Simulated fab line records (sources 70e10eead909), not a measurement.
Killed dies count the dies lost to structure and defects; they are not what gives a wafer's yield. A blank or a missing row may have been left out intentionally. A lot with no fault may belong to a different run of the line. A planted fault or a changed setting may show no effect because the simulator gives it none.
Which tool is to blame?	flow nand-harc	24 lots, 72 wafers sampled, at 6 steps of a route of 1159

== WHAT EACH GAUGE READ, for each wafer ==
NHARC_P_M2_OVL_MEAS_10: pitch 340 nm.
lot	measured	on	overlay-x-nm (nm)	overlay-y-nm (nm)
L074	day 5 22:17	overlay-01	0.6 0.8 0.6	-0.8 -1.6 -1.0
L075	day 6 13:47	overlay-01	0.4 0.2 0.3	1.4 1.2 1.6
L076	day 6 15:45	overlay-01	0.6 0.6 1.1	0.3 0.9 0.0
L078	day 7 03:35	overlay-02	0.3 0.7 0.1	-0.2 0.1 -0.5
L077	day 7 04:40	overlay-01	0.8 -0.3 0.5	-0.3 -0.3 -0.3
L079	day 7 12:57	overlay-01	-0.8 -0.9 -0.6	-1.3 -1.7 -1.5
L080	day 8 00:31	overlay-02	0.5 0.5 0.5	0.9 0.5 0.5
L081	day 8 05:33	overlay-01	0.2 0.3 0.0	0.4 0.0 -0.7
L082	day 8 06:05	overlay-01	0.1 0.1 -0.4	0.4 0.2 -0.1
L083	day 8 16:02	overlay-01	-0.8 -0.7 -0.7	1.5 1.3 1.0
L084	day 8 18:49	overlay-02	0.6 0.9 0.9	0.3 0.3 0.5
L087	day 9 06:15	overlay-01	-1.0 -1.3 -0.8	-0.3 0.1 0.7
L088	day 9 06:31	overlay-02	-0.1 0.5 0.3	-0.4 -0.7 -0.8
L086	day 9 07:14	overlay-02	0.6 0.6 0.2	-1.2 -1.2 -1.5
L085	day 9 15:42	overlay-01	0.9 1.2 1.3	-0.2 0.5 0.0
L090	day 10 03:31	overlay-02	-0.1 0.1 -0.1	0.3 0.2 0.2
L089	day 10 04:19	overlay-01	0.6 -0.4 0.2	-0.4 -1.0 -0.4
L091	day 10 13:26	overlay-01	0.0 -0.1 -0.2	0.7 0.9 0.5
L092	day 10 14:17	overlay-01	0.1 0.6 -0.1	-0.2 0.0 -0.4
L094	day 10 18:05	overlay-02	-0.5 0.2 -0.7	-0.6 -1.1 -1.1
L093	day 10 19:08	overlay-01	0.7 0.4 0.5	-1.3 -1.0 -1.1
L095	day 11 10:02	overlay-01	0.6 0.8 1.0	0.0 -0.2 -0.3
L096	day 11 10:50	overlay-01	-1.0 -1.2 -1.3	-0.7 -0.7 -0.5
L097	day 12 01:29	overlay-02	0.4 1.0 0.9	-0.7 -0.8 -0.6

NHARC_P_BONDPAD_THK_MEAS_33: measures by ellipsometry.
lot	measured	on	thk-nm (nm)
L074	day 6 05:03	film-metro-02	199.3 202.5 200.6
L075	day 6 18:00	film-metro-02	203.9 199.7 202.8
L076	day 6 19:40	film-metro-01	198.8 199.3 199.9
L078	day 7 07:31	film-metro-02	202.0 203.4 202.6
L077	day 7 08:59	film-metro-02	201.4 198.0 199.6
L079	day 7 16:50	film-metro-02	201.1 200.6 202.3
L080	day 8 04:25	film-metro-01	201.8 201.7 200.2
L081	day 8 09:25	film-metro-02	201.0 200.5 202.4
L082	day 8 10:07	film-metro-02	198.5 201.0 200.9
L083	day 8 20:09	film-metro-02	200.1 198.9 197.6
L084	day 8 22:53	film-metro-02	201.5 198.2 198.9
L087	day 9 10:25	film-metro-02	200.6 204.2 201.8
L088	day 9 10:41	film-metro-01	201.1 200.0 201.0
L086	day 9 11:39	film-metro-01	201.2 200.4 197.7
L085	day 9 20:00	film-metro-02	200.3 199.9 202.1
L090	day 10 07:26	film-metro-02	200.9 199.8 202.7
L089	day 10 08:20	film-metro-01	200.5 201.0 202.6
L091	day 10 17:29	film-metro-01	198.5 198.9 199.2
L092	day 10 19:11	film-metro-02	200.1 199.5 198.3
L094	day 10 22:16	film-metro-02	199.4 199.3 197.6
L093	day 10 23:04	film-metro-02	199.9 200.8 202.3
L095	day 11 13:56	film-metro-01	197.6 198.1 196.6
L096	day 11 14:50	film-metro-01	198.5 199.0 200.4
L097	day 12 05:23	film-metro-01	202.6 200.5 202.5

== WHAT TOOL EACH LOT RAN ON (gives the tool, then ch and the chambers of the sampled wafers, and finally the start) ==
lot	NHARC_P_M1_DESCUM_14	NHARC_P_M1_PRE_CLEAN_30	NHARC_P_M2_STRIP_18	NHARC_P_M2_PVD_20
L074	rie-diel-12 ch 0,1,2, day 5 17:40	pvd-sputter-02, day 5 22:17 or earlier	rie-diel-07 ch 0,1,2, day 5 22:46	pvd-sputter-03, day 6 05:03 or earlier
L075	rie-diel-09 ch 0,2,3, day 6 09:31	pvd-sputter-03, day 6 13:47 or earlier	rie-diel-07 ch 0,1,2, day 6 14:17	pvd-sputter-02, day 6 18:00 or earlier
L076	rie-diel-06 ch 0,2, day 6 11:37	pvd-sputter-03, day 6 15:45 or earlier	rie-diel-07 ch 1,2, day 6 16:15	pvd-sputter-01, day 6 19:40 or earlier
L078	rie-diel-06 ch 0,1,2, day 6 23:32	pvd-sputter-01, day 7 03:35 or earlier	rie-diel-01 ch 0,3, day 7 04:06	pvd-sputter-01, day 7 07:31 or earlier
L077	rie-diel-09 ch 0,2,3, day 7 00:02	pvd-sputter-03, day 7 04:40 or earlier	rie-diel-07 ch 0,1,3, day 7 05:08	pvd-sputter-01, day 7 08:59 or earlier
L079	rie-diel-12 ch 0,1,3, day 7 08:15	pvd-sputter-01, day 7 12:57 or earlier	rie-diel-07 ch 1,2,3, day 7 13:25	pvd-sputter-02, day 7 16:50 or earlier
L080	rie-diel-12 ch 0,1,2, day 7 20:27	pvd-sputter-02, day 8 00:31 or earlier	rie-diel-07 ch 0,2, day 8 01:01	pvd-sputter-03, day 8 04:25 or earlier
L081	rie-diel-12 ch 1,2,3, day 8 01:25	pvd-sputter-03, day 8 05:33 or earlier	rie-diel-07 ch 0,1,3, day 8 06:04	pvd-sputter-03, day 8 09:25 or earlier
L082	rie-diel-12 ch 0,1,3, day 8 01:54	pvd-sputter-03, day 8 06:05 or earlier	rie-diel-07 ch 0,1, day 8 06:36	pvd-sputter-02, day 8 10:07 or earlier
L083	rie-diel-12 ch 1,2,3, day 8 11:59	pvd-sputter-02, day 8 16:02 or earlier	rie-diel-01 ch 1,2,3, day 8 16:32	pvd-sputter-01, day 8 20:09 or earlier
L084	rie-diel-12 ch 0,1,3, day 8 14:52	pvd-sputter-03, day 8 18:49 or earlier	rie-diel-07 ch 0,2,3, day 8 19:18	pvd-sputter-01, day 8 22:53 or earlier
L087	rie-diel-09 ch 0,3, day 9 01:55	pvd-sputter-02, day 9 06:15 or earlier	rie-diel-07 ch 1,2,3, day 9 06:49	pvd-sputter-02, day 9 10:25 or earlier
L088	rie-diel-09 ch 0,2,3, day 9 02:28	pvd-sputter-01, day 9 06:31 or earlier	rie-diel-13 ch 0,1,3, day 9 07:06	pvd-sputter-01, day 9 10:41 or earlier
L086	rie-diel-12 ch 2,3, day 9 02:57	pvd-sputter-03, day 9 07:14 or earlier	rie-diel-07 ch 2,3, day 9 07:44	pvd-sputter-03, day 9 11:39 or earlier
L085	rie-diel-06 ch 1,2,3, day 9 11:43	pvd-sputter-01, day 9 15:42 or earlier	rie-diel-01 ch 1,3, day 9 16:13	pvd-sputter-01, day 9 20:00 or earlier
L090	rie-diel-12 ch 0,1,2, day 9 23:17	pvd-sputter-01, day 10 03:31 or earlier	rie-diel-13 ch 1,2,3, day 10 04:00	pvd-sputter-03, day 10 07:26 or earlier
L089	rie-diel-12 ch 2,3, day 10 00:14	pvd-sputter-03, day 10 04:19 or earlier	rie-diel-07 ch 0,3, day 10 04:47	pvd-sputter-03, day 10 08:20 or earlier
L091	rie-diel-12 ch 1,2,3, day 10 09:23	pvd-sputter-02, day 10 13:26 or earlier	rie-diel-01 ch 0,1,2, day 10 14:08	pvd-sputter-01, day 10 17:29 or earlier
L092	rie-diel-12 ch 1,2, day 10 10:02	pvd-sputter-02, day 10 14:17 or earlier	rie-diel-01 ch 1,2,3, day 10 15:17	pvd-sputter-01, day 10 19:11 or earlier
L094	rie-diel-12 ch 0,1,3, day 10 13:53	pvd-sputter-02, day 10 18:05 or earlier	rie-diel-01 ch 1,3, day 10 18:37	pvd-sputter-03, day 10 22:16 or earlier
L093	rie-diel-12 ch 0,2,3, day 10 14:32	pvd-sputter-03, day 10 19:08 or earlier	rie-diel-01 ch 1,3, day 10 19:37	pvd-sputter-03, day 10 23:04 or earlier
L095	rie-diel-09 ch 1,2, day 11 05:47	pvd-sputter-02, day 11 10:02 or earlier	rie-diel-07 ch 0,1, day 11 10:30	pvd-sputter-02, day 11 13:56 or earlier
L096	rie-diel-09 ch 0,1,3, day 11 06:46	pvd-sputter-03, day 11 10:50 or earlier	rie-diel-07 ch 0,2,3, day 11 11:19	pvd-sputter-01, day 11 14:50 or earlier
L097	rie-diel-06 ch 0,1,3, day 11 21:32	pvd-sputter-02, day 12 01:29 or earlier	rie-diel-07 ch 0,1,3, day 12 01:58	pvd-sputter-01, day 12 05:23 or earlier
- NHARC_P_M1_DESCUM_14: chemistry O2, time 3 s.
- NHARC_P_M1_PRE_CLEAN_30: time 30 s.
- NHARC_P_M2_STRIP_18: strips in N2/H2.
- NHARC_P_M2_PVD_20: deposits TaN, target thk 5 nm, time 8.06 s.

== AS READ BY THE TOOLS THEMSELVES (means over the sampled wafers that have a number; for cases with no such wafer, the mark the record gives instead) ==
NHARC_P_M1_DESCUM_14.
lot	tool	chamber-pressure-mTorr (mTorr)	drypump-motor-current-A (A)	oes-product-au (a.u.)	rf-vpp-V (V)	showerhead-plenum-p-Torr (Torr)	throttle-valve-pct (%)
L074	rie-diel-12	59.99	5.5	0.989	57.9	1.94	11.318
L075	rie-diel-09	59.99	5.3	0.996	58.0	2.01	11.314
L076	rie-diel-06	60.04	6.5	1.004	57.7	1.88	11.303
L078	rie-diel-06	60.01	6.1	1.001	58.0	1.96	11.320
L077	rie-diel-09	59.98	5.3	1.009	58.5	2.01	11.319
L079	rie-diel-12	59.96	5.7	1.010	58.1	1.95	11.305
L080	rie-diel-12	60.00	5.5	1.005	58.1	1.94	11.299
L081	rie-diel-12	59.97	5.8	1.013	58.0	1.95	11.316
L082	rie-diel-12	60.01	5.6	1.007	58.3	1.95	11.317
L083	rie-diel-12	59.96	5.8	1.005	57.5	1.95	11.318
L084	rie-diel-12	59.95	5.6	1.015	57.8	1.95	11.309
L087	rie-diel-09	59.95	5.4	0.995	57.7	2.02	11.309
L088	rie-diel-09	60.03	5.3	1.004	58.9	2.00	11.309
L086	rie-diel-12	60.03	6.0	0.995	57.4	2.03	11.297
L085	rie-diel-06	59.99	5.9	0.995	58.4	2.04	11.313
L090	rie-diel-12	60.01	5.5	1.007	57.7	1.94	11.312
L089	rie-diel-12	59.96	6.0	1.006	58.1	2.03	11.314
L091	rie-diel-12	59.98	5.8	1.015	57.5	1.95	11.310
L092	rie-diel-12	59.99	5.5	1.022	56.7	1.87	11.313
L094	rie-diel-12	60.00	5.7	1.010	58.7	1.95	11.308
L093	rie-diel-12	60.02	5.8	1.016	57.8	2.02	11.308
L095	rie-diel-09	60.00	5.6	0.991	57.2	1.95	11.309
L096	rie-diel-09	59.99	5.6	0.990	57.9	2.00	11.304
L097	rie-diel-06	59.98	6.0	0.992	57.9	1.97	11.304

NHARC_P_M1_PRE_CLEAN_30.
lot	tool	heater-power-w (W)
L074	pvd-sputter-02	426
L075	pvd-sputter-03	400
L076	pvd-sputter-03	398
L078	pvd-sputter-01	443
L077	pvd-sputter-03	403
L079	pvd-sputter-01	439
L080	pvd-sputter-02	415
L081	pvd-sputter-03	414
L082	pvd-sputter-03	401
L083	pvd-sputter-02	421
L084	pvd-sputter-03	399
L087	pvd-sputter-02	445
L088	pvd-sputter-01	418
L086	pvd-sputter-03	391
L085	pvd-sputter-01	446
L090	pvd-sputter-01	418
L089	pvd-sputter-03	400
L091	pvd-sputter-02	426
L092	pvd-sputter-02	420
L094	pvd-sputter-02	426
L093	pvd-sputter-03	397
L095	pvd-sputter-02	411
L096	pvd-sputter-03	396
L097	pvd-sputter-02	422

NHARC_P_M2_STRIP_18.
lot	tool	chamber-pressure-mTorr (mTorr)	drypump-motor-current-A (A)	oes-product-au (a.u.)	rf-vpp-V (V)	showerhead-plenum-p-Torr (Torr)	throttle-valve-pct (%)
L074	rie-diel-07	30.023	5.5	1.008	91.0	2.06	14.172
L075	rie-diel-07	30.026	5.5	1.007	90.9	2.06	14.182
L076	rie-diel-07	29.995	5.8	1.002	90.4	2.03	14.172
L078	rie-diel-01	29.989	5.2	1.000	91.2	2.07	14.177
L077	rie-diel-07	29.967	5.8	1.000	90.7	2.07	14.177
L079	rie-diel-07	29.992	5.8	1.009	90.4	2.00	14.162
L080	rie-diel-07	30.010	5.4	1.001	91.2	2.01	14.166
L081	rie-diel-07	30.013	5.7	1.008	90.1	2.07	14.175
L082	rie-diel-07	29.981	5.4	1.000	91.4	2.13	14.174
L083	rie-diel-01	29.973	5.5	0.997	90.7	1.94	14.175
L084	rie-diel-07	30.003	5.5	1.002	90.9	2.03	14.170
L087	rie-diel-07	30.003	5.8	1.008	90.9	2.00	14.174
L088	rie-diel-13	30.021	5.7	0.994	90.5	2.06	14.167
L086	rie-diel-07	29.988	5.6	1.006	90.7	1.95	14.170
L085	rie-diel-01	30.013	5.6	0.993	90.5	1.94	14.170
L090	rie-diel-13	29.990	5.8	1.002	90.8	2.07	14.154
L089	rie-diel-07	30.003	5.8	1.003	90.6	2.04	14.171
L091	rie-diel-01	30.006	5.1	1.002	89.8	2.01	14.167
L092	rie-diel-01	29.973	5.4	1.003	90.3	1.94	14.165
L094	rie-diel-01	29.968	5.4	0.994	89.8	1.95	14.176
L093	rie-diel-01	29.970	5.6	0.999	90.7	1.94	14.164
L095	rie-diel-07	30.004	5.5	0.997	91.8	2.13	14.167
L096	rie-diel-07	29.984	5.6	1.004	89.1	2.02	14.165
L097	rie-diel-07	30.020	5.8	1.011	90.1	2.07	14.175

NHARC_P_M2_PVD_20.
lot	tool	bias-v (V)	throttle-valve-pct (%)
L074	pvd-sputter-03	167.5	30.2
L075	pvd-sputter-02	167.9	30.0
L076	pvd-sputter-01	168.2	30.4
L078	pvd-sputter-01	167.3	30.7
L077	pvd-sputter-01	168.7	30.5
L079	pvd-sputter-02	168.7	30.0
L080	pvd-sputter-03	166.1	30.3
L081	pvd-sputter-03	167.8	30.0
L082	pvd-sputter-02	168.7	29.9
L083	pvd-sputter-01	168.1	30.6
L084	pvd-sputter-01	169.0	30.4
L087	pvd-sputter-02	168.8	29.8
L088	pvd-sputter-01	169.2	30.5
L086	pvd-sputter-03	169.3	30.1
L085	pvd-sputter-01	167.8	30.4
L090	pvd-sputter-03	169.5	30.1
L089	pvd-sputter-03	169.7	30.2
L091	pvd-sputter-01	169.7	30.3
L092	pvd-sputter-01	170.6	30.6
L094	pvd-sputter-03	168.7	29.9
L093	pvd-sputter-03	169.1	30.4
L095	pvd-sputter-02	169.2	29.9
L096	pvd-sputter-01	168.4	30.6
L097	pvd-sputter-01	167.8	30.2

== THE ANSWER, worked out from the rows above alone ==
Rule: the lots themselves supply what counts as usual. The widest of any qualifying gaps counts: lots, ordered by their means at a reading, are off when they make up no more than a third of the lots, leave a main group of 4 or more, and stand apart from it by 3 or more times the standard deviation of that group's means. A main group is skipped when, at the precision printed for the reading in the tables above, its means are all equal. A lot without any number at a reading at which 4 lots or more have one is off too. Where the step has rows for the other lots, those lots are counted as sound. The gauges are gone through in route order, then the tools' own readings, and for those a lot's mean is taken as printed above. The first step at which some lot is off is used, and at that step the reading that is off furthest; a lot without a number counts as furthest.
None of the lots is off at any reading shown; this tells nothing.

== WHAT THE SIMULATOR PUT IN ==
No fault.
